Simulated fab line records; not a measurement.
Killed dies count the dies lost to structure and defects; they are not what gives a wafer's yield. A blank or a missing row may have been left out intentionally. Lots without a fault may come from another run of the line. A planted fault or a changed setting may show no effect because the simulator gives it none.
What tool caused it? || flow nand_harc || 6 lots with 18 wafers sampled at 5 steps, on a route of 1302 steps

== WHAT THE GAUGES READ, wafer by wafer ==
NHARC_END_SORT_01.
{"lot": "L824", "measured": "day 28 21:19", "on": "prober-02", "killed_at_periphery": 2}
{"lot": "L831", "measured": "day 32 19:40", "on": "prober-01", "killed_at_periphery": 9}

== TOOL THAT RAN EACH LOT (tool first, then ch and the chambers of the sampled wafers, then the start) ==
{"lot": "L818", "NHARC_A_BLC_CMP_25": "cmp-02 ch 0,1,3, day 24 23:11", "NHARC_A_M0_PVD_21": "pvd_sputter-03, day 25 01:57 or earlier", "NHARC_A_M0_ECD_22": "ecd_cu-01 ch 0,1, day 25 01:57", "NHARC_A_M0_CMP_23": "cmp-03 ch 0,1, day 25 02:37"}
{"lot": "L822", "NHARC_A_BLC_CMP_25": "cmp-03 ch 0,2,3, day 26 13:20", "NHARC_A_M0_PVD_21": "pvd_sputter-02, day 26 16:07 or earlier", "NHARC_A_M0_ECD_22": "ecd_cu-01 ch 0, day 26 16:07", "NHARC_A_M0_CMP_23": "cmp-04 ch 2,3, day 26 16:46"}
{"lot": "L824", "NHARC_A_BLC_CMP_25": "cmp-03 ch 0,1,2, day 27 01:00", "NHARC_A_M0_PVD_21": "pvd_sputter-03, day 27 03:49 or earlier", "NHARC_A_M0_ECD_22": "ecd_cu-01 ch 0,1, day 27 03:49", "NHARC_A_M0_CMP_23": "cmp-03 ch 0,2,3, day 27 04:38"}
{"lot": "L831", "NHARC_A_BLC_CMP_25": "cmp-04 ch 0,1,3, day 30 17:22", "NHARC_A_M0_PVD_21": "pvd_sputter-03, day 30 20:09 or earlier", "NHARC_A_M0_ECD_22": "ecd_cu-01 ch 0,1, day 30 20:09", "NHARC_A_M0_CMP_23": "cmp-04 ch 2,3, day 30 20:49"}
{"lot": "L833", "NHARC_A_BLC_CMP_25": "cmp-04 ch 0,2,3, day 31 10:22", "NHARC_A_M0_PVD_21": "pvd_sputter-02, day 31 13:01 or earlier", "NHARC_A_M0_ECD_22": "ecd_cu-02 ch 0,1, day 31 13:01", "NHARC_A_M0_CMP_23": "cmp-04 ch 0,2,3, day 31 13:47"}
{"lot": "L835", "NHARC_A_BLC_CMP_25": "cmp-02 ch 0,1,2, day 32 03:47", "NHARC_A_M0_PVD_21": "pvd_sputter-01, day 32 06:48 or earlier", "NHARC_A_M0_ECD_22": "ecd_cu-02 ch 0,1, day 32 06:48", "NHARC_A_M0_CMP_23": "cmp-03 ch 0,2,3, day 32 07:56"}
- NHARC_A_BLC_CMP_25: polishes, t overpolish 30 s, target thk 150 nm.
- NHARC_A_M0_PVD_21: deposits Cu, target thk 30 nm, time 20.49 s.
- NHARC_A_M0_ECD_22: material Cu, target thk 400 nm.
- NHARC_A_M0_CMP_23: polishes, t overpolish 20 s, target thk 113.75 nm.

== THE ANSWER, worked out from the rows above alone ==
Rule: the usual values come from the lots themselves. The widest of any qualifying gaps counts: lots, ordered by their means at a reading, are off when they make up no more than a third of the lots, leave a main group of 4 or more, and stand apart from it by 3 or more times the standard deviation of that group's means. Not used: any main group whose means are identical at the precision the tables above print for the reading. Also off: a lot with no number at a reading for which 4 or more lots have one. The other lots that the step has rows for count as sound.
Nothing can be told from this: no lot is off at any reading shown.

== WHAT THE SIMULATOR PUT IN ==
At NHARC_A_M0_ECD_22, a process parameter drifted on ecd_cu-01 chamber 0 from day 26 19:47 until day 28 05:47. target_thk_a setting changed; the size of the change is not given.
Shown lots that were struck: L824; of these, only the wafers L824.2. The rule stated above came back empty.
